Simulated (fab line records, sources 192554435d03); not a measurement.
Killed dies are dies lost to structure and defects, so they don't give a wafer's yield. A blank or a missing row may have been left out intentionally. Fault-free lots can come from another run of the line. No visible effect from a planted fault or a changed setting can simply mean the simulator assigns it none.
A struck lot beside a sound one	flow n5Finfet	14 out of 1938 route steps
Sound: wafers L805.2, L805.4, L805.5. Wafers struck: L818.1, L818.4, L818.6. The cause is named last.
For every step that has rows: the tool of each side, followed by ch and its chambers, followed by its first start. Under that, the readings that differ: sound wafers	struck wafers	difference of the means	sigmas: that difference in standard deviations of wafers without a fault.
alike: a reading whose means differ by less than 2 such deviations, as well as words and numbers matching on both sides. not compared: withheld readings; readings where some wafer has no value; bounds like >300 that might hide an equal value; numbers whose values overlap and for which the record gives no deviation.
Wherever a step has rows on one side only, a row that says differs or no value, or a row with sigmas, the two part there. Non-overlapping numbers with no deviation appear without sigmas and do not part them. A reading missing from all wafers of one side parts the sides only when that side holds two or more wafers.

first, 4 steps without rows for these wafers: N5_BEOL_M6_SOFTBAKE_06 (time 60 s); N5_BEOL_M6_EXPOSE_08 (exposes mask M6); N5_BEOL_M6_PEB_09 (peb time 60 s); N5_BEOL_M6_DEVELOP_10 (develop time 30 s).
N5_BEOL_M6_CD_MEAS_11 targets a cd of 38.5 nm.
  sound on cdSem-01 ch 0, day 8 23:34; struck on cdSem-03 ch 0, day 12 08:17
  alike: cdNm
N5_BEOL_M6_OVL_MEAS_12:
  sound on overlay-02 ch 0, day 8 23:36; struck on overlay-01 ch 0, day 12 08:19
  alike: M6_OVL
N5_BEOL_M6_INSPECT_13: inspects for defects (brightfield).
  sound: defectInspect-01 at day 8 23:37; struck: defectInspect-02 at day 12 08:21
  alike: rawDefectCount
N5_BEOL_M6_DESCUM_16: chemistry O2, time 7.9 s.
  sound on rieDiel-03 ch 0,1, day 8 23:40; struck on rieDiel-01 ch 0,1,2, day 12 08:44
  alike: drypumpMotorCurrentA, oesProductAu, rfVppV, showerheadPlenumPTorr, throttleValvePct
  not compared: rfHoursCounterH
N5_BEOL_M6_ETCH_61: etches SiARC in CF4, target depth 45.5 nm, time 75.8 s.
  sound on rieDiel-03 ch 0,1, day 8 23:41; struck on rieDiel-01 ch 0,1,2, day 12 08:47
  alike: drypumpMotorCurrentA, etchRfOnTimeS, oesProductAu, rfVppV, showerheadPlenumPTorr, throttleValvePct
  not compared: rfHoursCounterH
N5_BEOL_M6_ETCH_62: etches SOC in N2/H2, target depth 110 nm, overetch 22 nm, time 165 s.
  sound on rieDiel-03 ch 0,1, day 8 23:45; struck on rieDiel-01 ch 0,1,2, day 12 08:50
  alike: drypumpMotorCurrentA, oesProductAu, rfVppV, showerheadPlenumPTorr, throttleValvePct
  not compared: rfHoursCounterH
then, 1 step without rows for these wafers: N5_BEOL_M6_STRIP_68 (strips in N2/H2).
N5_BEOL_M6_STRIP_67: strips in CF4.
  sound on rieDiel-03 ch 0,1, day 8 23:53; struck on rieDiel-01 ch 0,1,2, day 12 08:59
  alike: drypumpMotorCurrentA, oesProductAu, powerW, rfVppV, showerheadPlenumPTorr, throttleValvePct
  not compared: rfHoursCounterH
N5_BEOL_M6_HM_OPEN_17: chemistry Cl2/BCl3, target TiN, target depth 20 nm, overetch 6 nm.
  sound on rieMetal-03 ch 0,1, day 8 23:56; struck on rieMetal-01 ch 0, day 12 09:01
reading	sound	struck	difference	sigmas
model.SOC_of_BEOL_M6_COAT_59.thkNm (nm)	92.2 92 92.2	91 91.2 91.4	-1	
  alike: drypumpMotorCurrentA, heBacksideLeakSccm, oesProductAu, throttleValvePct
  not compared: rfHoursCounterH
N5_BEOL_M6_STRIP_19: strips in O2.
  sound on rieDiel-01 ch 0,2, day 9 00:04; struck on rieDiel-01 ch 1,2, day 12 09:11
  alike: drypumpMotorCurrentA, oesProductAu, rfVppV, showerheadPlenumPTorr, throttleValvePct
  not compared: rfHoursCounterH

## WHERE THEY PART
Nowhere in this record.

WHY: what had been put in by the simulator
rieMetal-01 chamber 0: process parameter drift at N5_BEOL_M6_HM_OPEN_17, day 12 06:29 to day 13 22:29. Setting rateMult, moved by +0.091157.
